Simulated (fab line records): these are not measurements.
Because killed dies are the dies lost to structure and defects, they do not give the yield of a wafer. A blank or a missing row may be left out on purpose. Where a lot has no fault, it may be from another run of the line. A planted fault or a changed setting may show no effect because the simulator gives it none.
Which of the tools did it? | flow n5 finfet | 11 lots (33 wafers sampled), 1 step of a 1938-step route

WHAT EACH GAUGE READ, for each wafer
N5_BEOL_M15_THK_MEAS_01.
lot  | measured     | on            | M15_ILD_THK (nm)
L239 | day 11 19:56 | film metro-01 | 1621 1619 1640
L244 | day 12 18:31 | film metro-02 | 1622 1628 1648
L248 | day 13 21:30 | film metro-01 | 1677 1637 1651
L247 | day 13 22:35 | film metro-01 | 1608 1658 1634
L250 | day 14 05:55 | film metro-02 | 1616 1595 1583
L253 | day 15 06:50 | film metro-01 | 1629 1623 1626
L255 | day 15 20:23 | film metro-02 | 1594 1612 1618
L256 | day 16 02:40 | film metro-01 | 1631 1657 1618
L260 | day 16 19:57 | film metro-02 | 1594 1669 1664
L258 | day 17 00:32 | film metro-01 | 1613 1639 1626
L259 | day 17 01:21 | film metro-02 | 1673 1629 1646

TOOL THAT RAN EACH LOT (tool first, then ch and the chambers of the sampled wafers, then the start)
Before these readings, the record contains no process step.

WHAT THE TOOLS THEMSELVES READ (means of the sampled wafers that have a number; where no wafer has one, the mark that the record gives instead)
The record holds no such reading with a usual standard deviation.

THE ANSWER, worked out from the rows above alone
Rule: the lots themselves supply what counts as usual. The widest of any qualifying gaps counts: lots, ordered by their means at a reading, are off when they make up no more than a third of the lots, leave a main group of 4 or more, and stand apart from it by 3 or more times the standard deviation of that group's means. The tables above print the reading to a certain number of digits; a main group whose means all agree to those digits is not used. A lot without any number at a reading at which 4 lots or more have one is off too. Where the step has rows for the other lots, those lots are counted as sound. The gauges are gone through in route order, then the tools' own readings, and for those a lot's mean is taken as printed above. At the first step where some lot is off, the reading lying furthest off is the one used; lots without a number count as furthest.
Nothing can be told from this: no lot is off at any reading shown.

WHAT THE SIMULATOR HAD INSERTED
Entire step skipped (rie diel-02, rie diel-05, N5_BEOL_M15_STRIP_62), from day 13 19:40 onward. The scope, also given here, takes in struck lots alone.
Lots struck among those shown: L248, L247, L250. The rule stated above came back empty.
